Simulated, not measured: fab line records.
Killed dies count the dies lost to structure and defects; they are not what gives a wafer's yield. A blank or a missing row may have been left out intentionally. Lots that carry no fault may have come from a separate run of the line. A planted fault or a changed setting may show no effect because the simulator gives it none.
fab line records    flow n5_finfet
record: lots: 7  wafers: 21
route steps=1938 shown BEOL_M13@1659 BEOL_M14@1722 BEOL_M15@1820 MIM_TOP_ETCH@1853 MIM_BOT_LITHO@1858
start_h: hours from the record's first day to the start of the lot's first wafer shown    wait_h: hours elapsed since this lot's preceding step    " same as the row above    L1.1+2: a row that stands for several wafers    - no value present, or no start provided    * or withheld: withheld    < > ~ a bound
route shown NAME@n: names a module that has steps shown in the file, with the first one's number in the route    usual: mean/standard deviation of fault-free wafers    same: alike in all rows    chamber/n: place in a boat    sites: the reading at each site    _std_site: their standard deviation    _edge_site: inner sites' mean taken away from outer sites' mean    radius_mm: how far each site lies from the wafer's centre    mask NAME#n: copy n    behind: the most recent tool/chamber to have shaped the wafer    hold: cause of the lot's hold/its duration in hours/its outcome    device: transistor that didn't switch, given as n, p or np    end of line: the tests these same wafers got at the end of their route    for a step that has no rows: nothing shown but its recipe    killed: count of dies lost to structure and defects at first sort (not the wafer's yield)    map: the dies of a wafer, with x for killed, . for not killed, _ for no die there
set.NAME: the setting the step ran with; set.NAME@STEP: the setting that earlier step ran with    model.NAME: the simulator's own value behind a step, which no gauge read
lots whose settings were changed on purpose; a table a step, a row a wafer
== steps ==
step: N5_BEOL_M13_ILD_DEP_00
recipe: material: SiOC  target_thk_a: 8379.2  temp_c: 350  precursor: DEMS/O2  pressure_torr: 5  rf_w: 500  time_s: 166.4
lot.wafer  tool      chamber  start_h  wait_h  set.time_s  model.SiOC_of_BEOL_M13_ILD_DEP_00.thk_nm
L079.1     pecvd-03  0        259.60   0.0     166.4       823
L079.2     "         2        "        "       166.4       848
L079.5     "         2        "        "       166.4       839
L081.2     pecvd-01  2        277.40   0.0     166.4       828.2
L081.3     "         1        "        "       166.4       831.6
L081.6     "         0        "        "       166.4       840.6
L083.4     pecvd-03  0        282.55   0.1     159.1       801.4
L083.5     "         2        "        "       166.4       831.4
L083.6     "         1        "        "       166.4       825
L089.1     pecvd-02  0        314.56   0.0     166.4       828
L089.4     "         0        "        "       166.4       841
L089.6     "         2        "        "       145.4       727.6
L091.1     pecvd-01  1        336.34   0.0     166.4       821.8
L091.3     "         0        "        "       177.1       880.2
L091.4     "         1        "        "       177.1       889
L094.1     pecvd-03  2        344.03   0.0     155.8       760.6
L094.4     "         2        "        "       155.8       769
L094.6     "         1        "        "       166.4       825.8
L095.1     pecvd-03  2        354.39   0.0     166.4       823
L095.3     "         0        "        "       184.4       915.6
L095.6     "         2        "        "       166.4       842.2
step: N5_BEOL_M13_THK_MEAS_01
recipe: reads: SiOC_of_BEOL_M13_ILD_DEP_00
usual: M13_ILD_THK: 834/11
lot.wafer  tool           chamber  start_h  wait_h  set.time_s@BEOL_M13_ILD_DEP_00  M13_ILD_THK[nm]
L079.1     film_metro-01  -        259.75   0.1     166.4                           823
L079.2     "              -        "        "       166.4                           848
L079.5     "              -        "        "       166.4                           840
L081.2     film_metro-01  -        277.55   0.1     166.4                           827
L081.3     "              -        "        "       166.4                           832
L081.6     "              -        "        "       166.4                           841
L083.4     film_metro-01  -        282.64   0.0     159.1                           802
L083.5     "              -        "        "       166.4                           832
L083.6     "              -        "        "       166.4                           825
L089.1     film_metro-01  -        314.71   0.1     166.4                           827
L089.4     "              -        "        "       166.4                           841
L089.6     "              -        "        "       145.4                           727
L091.1     film_metro-01  -        336.49   0.1     166.4                           822
L091.3     "              -        "        "       177.1                           880
L091.4     "              -        "        "       177.1                           889
L094.1     film_metro-02  -        344.24   0.2     155.8                           761
L094.4     "              -        "        "       155.8                           770
L094.6     "              -        "        "       166.4                           826
L095.1     film_metro-01  -        354.54   0.1     166.4                           823
L095.3     "              -        "        "       184.4                           916
L095.6     "              -        "        "       166.4                           842
step: N5_BEOL_M13_COAT_58
recipe: resist: BARC  temp_c: 205  time_s: 60  spin_rpm: 1500  resist_thk_nm: 89
lot.wafer  tool            chamber  start_h  wait_h  set.spin_rpm  model.BARC_of_BEOL_M13_COAT_58.thk_nm
L079.1     litho_track-03  0        259.78   0.0     1365          93.2
L079.2     "               0        "        "       1500          89.4
L079.5     "               0        "        "       1365          93.6
L081.2+3   litho_track-02  0        277.58   0.0     1500          89
L081.6     "               0        "        "       1500          89.2
L083.4     litho_track-04  0        282.67   0.0     1500          88.8
L083.5+6   "               0        "        "       1500          89
L089.1     litho_track-04  0        314.74   0.0     1500          89
L089.4+6   "               0        "        "       1500          88.8
L091.1     litho_track-04  0        336.52   0.0     1500          88.6
L091.3     "               0        "        "       1444          90.8
L091.4     "               0        "        "       1500          89
L094.1     litho_track-02  0        344.27   0.0     1500          89.4
L094.4+6   "               0        "        "       1500          89.2
L095.1     litho_track-02  0        354.58   0.0     1394          92.8
L095.3     "               0        "        "       1394          92.2
L095.6     "               0        "        "       1500          89
step: N5_BEOL_M13_COAT_04
recipe: spin_rpm: 1625  resist_thk_nm: 400
step: N5_BEOL_M13_EBR_06
recipe: solvent: PGMEA  ebr_width_mm: 1.5
step: N5_BEOL_M13_DESCUM_15
recipe: chemistry: O2  time_s: 7.9  source_power_w: 50  bias_power_w: 20  pressure_mtorr: 20  rf_frequency_hz: 2.712e+07  temp_c: 40  o2_flow_sccm: 225
step: N5_BEOL_M13_ETCH_59
recipe: chemistry: N2/H2  target: BARC  target_depth_a: 890  overetch_a: 267  time_s: 67.9  ion_energy_ev: 200  pressure_mtorr: 30  source_w: 840  bias_w: 150  n2_flow_sccm: 200  h2_flow_sccm: 200
lot.wafer  tool         chamber  start_h  wait_h  set.spin_rpm@BEOL_M13_COAT_58  model.etch.depth_nm
L079.1     rie_diel-02  2        260.36   0.0     1365                           93.25
L079.2     "            3        "        "       1500                           89.32
L079.5     "            0        "        "       1365                           93.67
L081.2     rie_diel-03  0        277.98   0.0     1500                           89.07
L081.3     "            3        "        "       1500                           88.94
L081.6     "            3        "        "       1500                           89.18
L083.4     rie_diel-03  3        283.07   0.0     1500                           88.85
L083.5     "            0        "        "       1500                           88.99
L083.6     "            1        "        "       1500                           88.93
L089.1     rie_diel-02  3        315.31   0.0     1500                           88.91
L089.4     "            0        "        "       1500                           88.81
L089.6     "            2        "        "       1500                           88.79
L091.1     rie_diel-06  0        337.63   0.0     1500                           88.53
L091.3     "            1        "        "       1444                           90.85
L091.4     "            0        "        "       1500                           89.08
L094.1     rie_diel-03  2        344.70   0.0     1500                           89.31
L094.4     "            0        "        "       1500                           89.26
L094.6     "            3        "        "       1500                           89.17
L095.1     rie_diel-06  2        355.13   0.0     1394                           92.78
L095.3     "            3        "        "       1394                           92.26
L095.6     "            1        "        "       1500                           89.04
step: N5_BEOL_M13_VIA_ETCH_16
recipe: chemistry: C4F8/O2/Ar  target: SiOC  pressure_mtorr: 30  source_w: 3000  bias_w: 700  Ar_flow_sccm: 400  C4F8_flow_sccm: 15  O2_flow_sccm: 8  he_inner_torr: 15  he_outer_torr: 30  target_depth_a: 9217  time_s: withheld  ion_energy_ev: 250  ends: cleared
lot.wafer  tool         chamber  start_h  wait_h  set.time_s@BEOL_M13_ILD_DEP_00  model.etch.depth_nm  model.coat_of_BEOL_M13_COAT_04.thk_nm
L079.1     rie_diel-02  2        260.41   0.0     *                               822.9                75.2
L079.2     "            3        "        "       *                               848                  64.6
L079.5     "            0        "        "       *                               839                  70
L081.2     rie_diel-03  0        278.03   0.0     *                               828.2                72.6
L081.3     "            3        "        "       *                               831.6                70.4
L081.6     "            3        "        "       *                               840.7                67.6
L083.4     rie_diel-03  3        283.12   0.0     *                               801.4                81
L083.5     "            0        "        "       *                               831.3                74
L083.6     "            1        "        "       *                               825                  78.2
L089.1     rie_diel-02  3        315.36   0.0     *                               828                  72.6
L089.4     "            0        "        "       *                               840.9                71.2
L089.6     "            2        "        "       *                               727.7                104.8
L091.1     rie_diel-06  0        337.68   0.0     *                               821.8                76.4
L091.3     "            1        "        "       *                               880.1                57.6
L091.4     "            0        "        "       *                               889                  56.8
L094.1     rie_diel-03  2        344.75   0.0     *                               760.6                93.8
L094.4     "            0        "        "       *                               769                  90
L094.6     "            3        "        "       *                               825.8                74.2
L095.1     rie_diel-06  2        355.18   0.0     *                               823                  77
L095.3     "            3        "        "       *                               915.7                49.2
L095.6     "            1        "        "       *                               842.2                69.4
step: N5_BEOL_M13_STRIP_63
recipe: chemistry: N2/H2  power_w: 1000  temp_c: 250  h2_frac: 0.65  overash_fraction: 0.3  pressure_mtorr: 1000  n2_flow_sccm: 1750  h2_flow_sccm: 3250
usual: strip_time_to_endpoint_s: 28.3/1
lot.wafer  tool             chamber  start_h  wait_h  set.time_s@BEOL_M13_ILD_DEP_00  strip_time_to_endpoint_s
L079.1     plasma_asher-02  1        260.65   -       166.4                           29.2
L079.2     "                0        "        "       166.4                           26.1
L079.5     "                0        "        "       166.4                           27.7
L081.2     plasma_asher-02  0        278.27   -       166.4                           28.4
L081.3     "                1        "        "       166.4                           27.8
L081.6     "                0        "        "       166.4                           27.0
L083.4     plasma_asher-01  0        283.38   -       159.1                           30.8
L083.5     "                0        "        "       166.4                           28.9
L083.6     "                1        "        "       166.4                           30.0
L089.1     plasma_asher-01  0        315.59   -       166.4                           28.4
L089.4     "                0        "        "       166.4                           28.0
L089.6     "                0        "        "       145.4                           37.5
L091.1     plasma_asher-02  0        337.92   -       166.4                           29.5
L091.3     "                0        "        "       177.1                           24.0
L091.4     "                1        "        "       177.1                           23.7
L094.1     plasma_asher-01  1        345.05   -       155.8                           34.5
L094.4     "                1        "        "       155.8                           33.4
L094.6     "                0        "        "       166.4                           28.9
L095.1     plasma_asher-02  1        355.42   -       166.4                           29.7
L095.3     "                1        "        "       184.4                           21.4
L095.6     "                0        "        "       166.4                           27.5
step: N5_BEOL_M13_STRIP_64
recipe: chemistry: N2/H2  power_w: 1000  temp_c: 250  h2_frac: 0.65  overash_fraction: 0.3  pressure_mtorr: withheld  n2_flow_sccm: 1750  h2_flow_sccm: 3250
usual: strip_time_to_endpoint_s: 31.33/0.072
lot.wafer  tool             chamber  start_h  wait_h  set.spin_rpm@BEOL_M13_COAT_58  strip_time_to_endpoint_s
L079.1     plasma_asher-02  1        260.71   0.0     1365                           32.52
L079.2     "                0        "        "       1500                           31.40
L079.5     "                0        "        "       1365                           32.64
L081.2     plasma_asher-02  0        278.33   0.0     1500                           31.33
L081.3     "                1        "        "       1500                           31.29
L081.6     "                0        "        "       1500                           31.36
L083.4     plasma_asher-01  0        283.44   0.0     1500                           31.27
L083.5     "                0        "        "       1500                           31.31
L083.6     "                1        "        "       1500                           31.29
L089.1     plasma_asher-01  0        315.65   0.0     1500                           31.29
L089.4     "                0        "        "       1500                           31.26
L089.6     "                0        "        "       1500                           31.25
L091.1     plasma_asher-02  0        337.98   0.0     1500                           31.19
L091.3     "                0        "        "       1444                           31.84
L091.4     "                1        "        "       1500                           31.34
L094.1     plasma_asher-01  1        345.11   0.0     1500                           31.39
L094.4     "                1        "        "       1500                           31.40
L094.6     "                0        "        "       1500                           31.36
L095.1     plasma_asher-02  1        355.48   0.0     1394                           32.38
L095.3     "                1        "        "       1394                           32.25
L095.6     "                0        "        "       1500                           31.32
step: N5_BEOL_M14_EXPOSE_07
recipe: mask_id: V13  na: 0.8  source_shape: annular  sigma_inner: 0.5  sigma_outer: 0.8  polarization: unpolarized  attpsm_phase_deg: 180  dose_mj: 57
lot.wafer   tool            chamber  start_h  wait_h  mask   set.dose_mj
L079.1+2    krf_scanner-02  0        266.42   -       V13#0  57
L079.5      "               0        "        "       V13#0  60.03
L081.2+3+6  krf_scanner-01  0        283.09   -       V13#0  57
L083.4+6    krf_scanner-02  0        287.33   -       V13#0  60.35
L083.5      "               0        "        "       V13#0  57
L089.1      krf_scanner-02  0        324.11   -       V13#0  59.24
L089.4+6    "               0        "        "       V13#0  57
L091.1+3+4  krf_scanner-02  0        341.48   -       V13#0  57
L094.1+6    krf_scanner-01  0        352.96   -       V13#0  52.92
L094.4      "               0        "        "       V13#0  57
L095.1+3    krf_scanner-01  0        362.83   -       V13#0  57
L095.6      "               0        "        "       V13#0  55.41
step: N5_BEOL_M14_PEB_08
recipe: peb_temp_c: 130  peb_time_s: 90
step: N5_BEOL_M14_DEVELOP_09
recipe: develop_time_s: 45  rinse_liquid: diw  dry: air_spin  dev_temp_c: 21
step: N5_BEOL_M14_HARDBAKE_14
recipe: temp_c: 130  time_s: 120
step: N5_BEOL_M14_CD_MEAS_10
recipe: target_cd_nm: 250  landing_energy_ev: 500  detector: se_inlens  polarity: opening
usual: cd_nm: 249.9/1.3
lot.wafer  tool       chamber  start_h  wait_h  set.dose_mj@BEOL_M14_EXPOSE_07  cd_nm
L079.1     cd_sem-03  0        266.59   -       57                              250.8
L079.2     "          0        "        "       57                              250.2
L079.5     "          0        "        "       60.03                           258.6
L081.2     cd_sem-02  0        283.26   -       57                              249.0
L081.3     "          0        "        "       57                              249.5
L081.6     "          0        "        "       57                              249.9
L083.4     cd_sem-03  0        287.49   -       60.35                           261.5
L083.5     "          0        "        "       57                              249.5
L083.6     "          0        "        "       60.35                           260.0
L089.1     cd_sem-03  0        324.28   -       59.24                           255.7
L089.4     "          0        "        "       57                              249.5
L089.6     "          0        "        "       57                              248.5
L091.1     cd_sem-01  0        341.66   -       57                              248.7
L091.3     "          0        "        "       57                              249.3
L091.4     "          0        "        "       57                              250.2
L094.1     cd_sem-03  0        353.14   -       52.92                           236.9
L094.4     "          0        "        "       57                              247.9
L094.6     "          0        "        "       52.92                           237.6
L095.1     cd_sem-01  0        363.01   -       57                              251.0
L095.3     "          0        "        "       57                              252.0
L095.6     "          0        "        "       55.41                           244.6
step: N5_BEOL_M14_ETCH_59
recipe: chemistry: N2/H2  target: BARC  target_depth_a: 890  overetch_a: 267  time_s: 67.9  ion_energy_ev: 200  pressure_mtorr: 30  source_w: 840  bias_w: 150  n2_flow_sccm: 200  h2_flow_sccm: 200
lot.wafer  tool         chamber  start_h  wait_h  set.time_s  model.coat_of_BEOL_M14_COAT_04.thk_nm
L079.1     rie_diel-01  1        266.72   0.0     67.9        717
L079.2     "            0        "        "       59.51       726.2
L079.5     "            3        "        "       59.51       727
L081.2     rie_diel-04  0        283.38   0.0     67.9        719.8
L081.3     "            2        "        "       67.9        722.2
L081.6     "            1        "        "       67.9        721.2
L083.4+6   rie_diel-04  1,0      287.63   0.0     67.9        716.8
L083.5     "            2        "        "       67.9        715.2
L089.1+6   rie_diel-04  0        324.41   0.0     73.77       710.8
L089.4     "            2        "        "       67.9        719.6
L091.1     rie_diel-04  1        341.78   0.0     67.9        713.4
L091.3     "            2        "        "       67.9        712.6
L091.4     "            0        "        "       67.9        714.4
L094.1     rie_diel-05  1        353.26   0.0     73.66       716.8
L094.4     "            3        "        "       73.66       716.6
L094.6     "            2        "        "       73.66       716
L095.1     rie_diel-05  0        363.13   0.0     82.18       707
L095.3     "            2        "        "       67.9        719.8
L095.6     "            0        "        "       82.18       709
step: N5_BEOL_M14_VIA_ETCH_16
recipe: chemistry: C4F8/O2/Ar  target: SiO2  he_inner_torr: 15  he_outer_torr: 30  target_depth_a: 12313  time_s: withheld  ion_energy_ev: 800  pressure_mtorr: 20  source_w: 1905  bias_w: 2040  Ar_flow_sccm: 400  C4F8_flow_sccm: 16  O2_flow_sccm: 12  ends: cleared
lot.wafer  tool         chamber  start_h  wait_h  set.time_s@BEOL_M14_ETCH_59  model.coat_of_BEOL_M14_COAT_04.thk_nm
L079.1     rie_diel-01  1        266.77   0.0     *                            446
L079.2     "            0        "        "       *                            461
L079.5     "            3        "        "       *                            458
L081.2     rie_diel-04  0        283.43   0.0     *                            458.2
L081.3     "            2        "        "       *                            460.6
L081.6     "            1        "        "       *                            455
L083.4     rie_diel-04  1        287.75   0.1     *                            445
L083.5     "            2        "        "       *                            445.8
L083.6     "            0        "        "       *                            446.8
L089.1     rie_diel-04  0        324.46   0.0     *                            439.4
L089.4     "            2        "        "       *                            451.8
L089.6     "            0        "        "       *                            437
L091.1     rie_diel-04  1        341.83   0.0     *                            451
L091.3     "            2        "        "       *                            446
L091.4     "            0        "        "       *                            444.8
L094.1     rie_diel-05  1        353.31   0.0     *                            454.6
L094.4     "            3        "        "       *                            453
L094.6     "            2        "        "       *                            452.2
L095.1     rie_diel-05  0        363.18   0.0     *                            447
L095.3     "            2        "        "       *                            461.4
L095.6     "            0        "        "       *                            447.2
step: N5_BEOL_M14_STRIP_63
recipe: chemistry: O2  power_w: 600  temp_c: 60  pressure_mtorr: 30  rf_frequency_hz: 6e+07  bias_power_w: 0  overash_fraction: 0.3  o2_flow_sccm: 225
step: N5_BEOL_M14_STRIP_64
recipe: chemistry: O2  power_w: 600  temp_c: 60  pressure_mtorr: 30  rf_frequency_hz: 6e+07  bias_power_w: 0  overash_fraction: 0.3  o2_flow_sccm: 225
step: N5_BEOL_M14_STRIP_71
recipe: chemistry: post_etch_residue_remover  time_s: 60  temp_c: 25  remover_ph: withheld  remover_water_wt_pct: withheld  remover_fluoride_wt_pct: withheld
step: N5_BEOL_M14_SRD_72
recipe: time_s: 30  temp_c: 23  rinse_liquid: diw  dry: n2_spin  spin_rpm: 1500  dry_time_s: 30
step: N5_BEOL_M14_CD_MEAS_17
recipe: target_cd_nm: 250  polarity: opening
usual: cd_nm: 250.6/1.6
lot.wafer  tool       chamber  start_h  wait_h  set.dose_mj@BEOL_M14_EXPOSE_07  cd_nm
L079.1     cd_sem-03  -        267.12   0.0     57                              251.6
L079.2     "          -        "        "       57                              249.9
L079.5     "          -        "        "       60.03                           259.1
L081.2     cd_sem-01  -        283.78   0.0     57                              249.6
L081.3     "          -        "        "       57                              250.8
L081.6     "          -        "        "       57                              251.9
L083.4     cd_sem-02  -        288.01   0.0     60.35                           263.1
L083.5     "          -        "        "       57                              251.2
L083.6     "          -        "        "       60.35                           261.0
L089.1     cd_sem-01  -        324.81   0.0     59.24                           258.2
L089.4     "          -        "        "       57                              250.2
L089.6     "          -        "        "       57                              251.5
L091.1     cd_sem-03  -        342.18   0.0     57                              249.5
L091.3     "          -        "        "       57                              248.9
L091.4     "          -        "        "       57                              250.5
L094.1     cd_sem-01  -        353.66   0.0     52.92                           237.0
L094.4     "          -        "        "       57                              248.7
L094.6     "          -        "        "       52.92                           238.5
L095.1     cd_sem-03  -        363.53   0.0     57                              254.0
L095.3     "          -        "        "       57                              253.0
L095.6     "          -        "        "       55.41                           246.5
step: N5_BEOL_M15_SPUTTER_44
recipe: material: Ta  target_thk_a: 150  temp_c: 50  bias_v: 80  power_w: 15000  chamber_pressure_pa: 0.07  time_s: 24.19
lot.wafer  tool            chamber  start_h  wait_h  set.power_w  model.Ta_of_BEOL_M15_SPUTTER_44.thk_nm
L079.1     pvd_sputter-02  -        275.08   0.0     13800        13.8
L079.2     "               -        "        "       15000        15
L079.5     "               -        "        "       15000        15.2
L081.2+3   pvd_sputter-02  -        292.09   0.0     15000        15.4
L081.6     "               -        "        "       15000        15.2
L083.4     pvd_sputter-01  -        297.51   0.0     15000        15
L083.5     "               -        "        "       15000        15.2
L083.6     "               -        "        "       13890        14
L089.1+6   pvd_sputter-02  -        338.62   0.0     15000        15.2
L089.4     "               -        "        "       15000        15
L091.1     pvd_sputter-02  -        353.56   0.0     15000        15.2
L091.3+4   "               -        "        "       15000        15.4
L094.1     pvd_sputter-01  -        361.22   0.0     17520        17.4
L094.4+6   "               -        "        "       15000        14.8
L095.1     pvd_sputter-01  -        374.49   0.0     15000        14.8
L095.3     "               -        "        "       15000        15
L095.6     "               -        "        "       16800        16.6
step: N5_MIM_TOP_ETCH_PECVD_03
recipe: material: SiNx  target_thk_a: 200  temp_c: 400  precursor: SiH4/NH3/N2  pressure_torr: 1.5  rf_w: 300  time_s: 17.6
lot.wafer   tool      chamber  start_h  wait_h  set.time_s  model.SiNx_of_MIM_TOP_ETCH_PECVD_03.thk_nm
L079.1      pecvd-03  0        281.10   -       16.35       18.8
L079.2      "         1        "        "       16.35       18.6
L079.5      "         0        "        "       17.6        20.4
L081.2+3+6  pecvd-03  2,0,2    297.64   -       17.6        20
L083.4+6    pecvd-03  2,1      303.17   -       17.6        19.8
L083.5      "         0        "        "       19.75       22.6
L089.1+6    pecvd-01  2,0      343.96   -       17.6        20
L089.4      "         1        "        "       16.32       18.6
L091.1      pecvd-01  2        360.01   -       16.59       18.8
L091.3      "         1        "        "       17.6        19.8
L091.4      "         2        "        "       16.59       19.2
L094.1      pecvd-02  2        365.58   -       17.6        19.8
L094.4      "         2        "        "       17.6        20.2
L094.6      "         0        "        "       17.6        20.6
L095.1      pecvd-03  2        379.26   -       17.6        19.8
L095.3      "         0        "        "       17.6        20.2
L095.6      "         1        "        "       17.6        20.4
step: N5_MIM_BOT_LITHO_EXPOSE_05
recipe: mask_id: MIM_BOT  na: 0.55  source_shape: conventional  sigma_outer: 0.8  polarization: unpolarized  dose_mj: 24.25
lot.wafer   tool            chamber  start_h  wait_h  mask       set.dose_mj
L079.1+5    krf_scanner-02  0        281.40   -       MIM_BOT#0  24.25
L079.2      "               0        "        "       MIM_BOT#0  23.59
L081.2+3+6  krf_scanner-01  0        297.95   -       MIM_BOT#0  24.25
L083.4+5+6  krf_scanner-01  0        303.34   -       MIM_BOT#0  24.25
L089.1+6    krf_scanner-01  0        344.26   -       MIM_BOT#0  24.25
L089.4      "               0        "        "       MIM_BOT#0  23.46
L091.1+4    krf_scanner-02  0        360.32   -       MIM_BOT#0  24.25
L091.3      "               0        "        "       MIM_BOT#0  25.84
L094.1+4+6  krf_scanner-02  0        365.76   -       MIM_BOT#0  24.25
L095.1+6    krf_scanner-02  0        379.57   -       MIM_BOT#0  24.25
L095.3      "               0        "        "       MIM_BOT#0  23.58
step: N5_MIM_BOT_LITHO_PEB_06
recipe: peb_temp_c: withheld  peb_time_s: *
step: N5_MIM_BOT_LITHO_DEVELOP_07
recipe: develop_time_s: 60  rinse_liquid: diw  dry: air_spin  dev_temp_c: 21
step: N5_MIM_BOT_LITHO_HARDBAKE_09
recipe: temp_c: 130  time_s: 120
step: N5_MIM_BOT_LITHO_CD_MEAS_08
recipe: target_cd_nm: 3000  landing_energy_ev: 500  detector: se_inlens  polarity: opening
usual: cd_nm: 3000.2/1.5
lot.wafer  tool       chamber  start_h  wait_h  set.dose_mj@MIM_BOT_LITHO_EXPOSE_05  cd_nm
L079.1     cd_sem-02  0        281.58   -       24.25                                3001.2
L079.2     "          0        "        "       23.59                                2995.5
L079.5     "          0        "        "       24.25                                3001.0
L081.2     cd_sem-02  0        298.12   -       24.25                                2999.1
L081.3     "          0        "        "       24.25                                2999.0
L081.6     "          0        "        "       24.25                                2996.7
L083.4     cd_sem-03  0        303.51   -       24.25                                2998.9
L083.5     "          0        "        "       24.25                                2999.8
L083.6     "          0        "        "       24.25                                2999.7
L089.1     cd_sem-02  0        344.44   -       24.25                                3001.2
L089.4     "          0        "        "       23.46                                2995.5
L089.6     "          0        "        "       24.25                                3001.6
L091.1     cd_sem-03  0        360.49   -       24.25                                2999.5
L091.3     "          0        "        "       25.84                                3012.7
L091.4     "          0        "        "       24.25                                3001.1
L094.1     cd_sem-01  0        365.93   -       24.25                                3000.1
L094.4     "          0        "        "       24.25                                3000.0
L094.6     "          0        "        "       24.25                                3001.5
L095.1     cd_sem-02  0        379.74   -       24.25                                2999.9
L095.3     "          0        "        "       23.58                                2994.9
L095.6     "          0        "        "       24.25                                2998.5
== key ==
split: step: N5_BEOL_M13_ILD_DEP_00  setting: time_s  stated: 166.4  by: wafer
response: step: N5_BEOL_M13_ILD_DEP_00  reading: model.SiOC_of_BEOL_M13_ILD_DEP_00.thk_nm  change: +8.36  per: 1%  r: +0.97
response: step: N5_BEOL_M13_THK_MEAS_01  reading: M13_ILD_THK  change: +8.33  per: 1%  r: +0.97
response: step: N5_BEOL_M13_VIA_ETCH_16  reading: model.etch.depth_nm  change: +8.36  per: 1%  r: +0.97
response: step: N5_BEOL_M13_VIA_ETCH_16  reading: model.coat_of_BEOL_M13_COAT_04.thk_nm  change: -2.47  per: 1%  r: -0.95
response: step: N5_BEOL_M13_STRIP_63  reading: strip_time_to_endpoint_s  change: *  per: 1%  r: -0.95
split: step: N5_BEOL_M13_COAT_58  setting: spin_rpm  stated: 1500  by: wafer
response: step: N5_BEOL_M13_COAT_58  reading: model.BARC_of_BEOL_M13_COAT_58.thk_nm  change: -0.471  per: 1%  r: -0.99
response: step: N5_BEOL_M13_ETCH_59  reading: model.etch.depth_nm  change: -0.48  per: 1%  r: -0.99
response: step: N5_BEOL_M13_STRIP_64  reading: strip_time_to_endpoint_s  change: *  per: 1%  r: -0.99
split: step: N5_BEOL_M14_EXPOSE_07  setting: dose_mj  stated: 57  by: wafer
response: step: N5_BEOL_M14_CD_MEAS_10  reading: cd_nm  change: +1.69  per: 1%  r: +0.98
response: step: N5_BEOL_M14_CD_MEAS_17  reading: cd_nm  change: +1.71  per: 1%  r: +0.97
split: step: N5_BEOL_M14_ETCH_59  setting: time_s  stated: 67.9  by: wafer
response: step: N5_BEOL_M14_ETCH_59  reading: model.coat_of_BEOL_M14_COAT_04.thk_nm  change: -0.661  per: 1%  r: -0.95
response: step: N5_BEOL_M14_VIA_ETCH_16  reading: model.coat_of_BEOL_M14_COAT_04.thk_nm  change: -0.874  per: 1%  r: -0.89
split: step: N5_BEOL_M15_SPUTTER_44  setting: power_w  stated: 15000  by: wafer
response: step: N5_BEOL_M15_SPUTTER_44  reading: model.Ta_of_BEOL_M15_SPUTTER_44.thk_nm  change: +0.152  per: 1%  r: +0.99
split: step: N5_MIM_TOP_ETCH_PECVD_03  setting: time_s  stated: 17.6  by: wafer
response: step: N5_MIM_TOP_ETCH_PECVD_03  reading: model.SiNx_of_MIM_TOP_ETCH_PECVD_03.thk_nm  change: +0.214  per: 1%  r: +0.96
split: step: N5_MIM_BOT_LITHO_EXPOSE_05  setting: dose_mj  stated: 24.25  by: wafer
response: step: N5_MIM_BOT_LITHO_CD_MEAS_08  reading: cd_nm  change: +1.85  per: 1%  r: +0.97
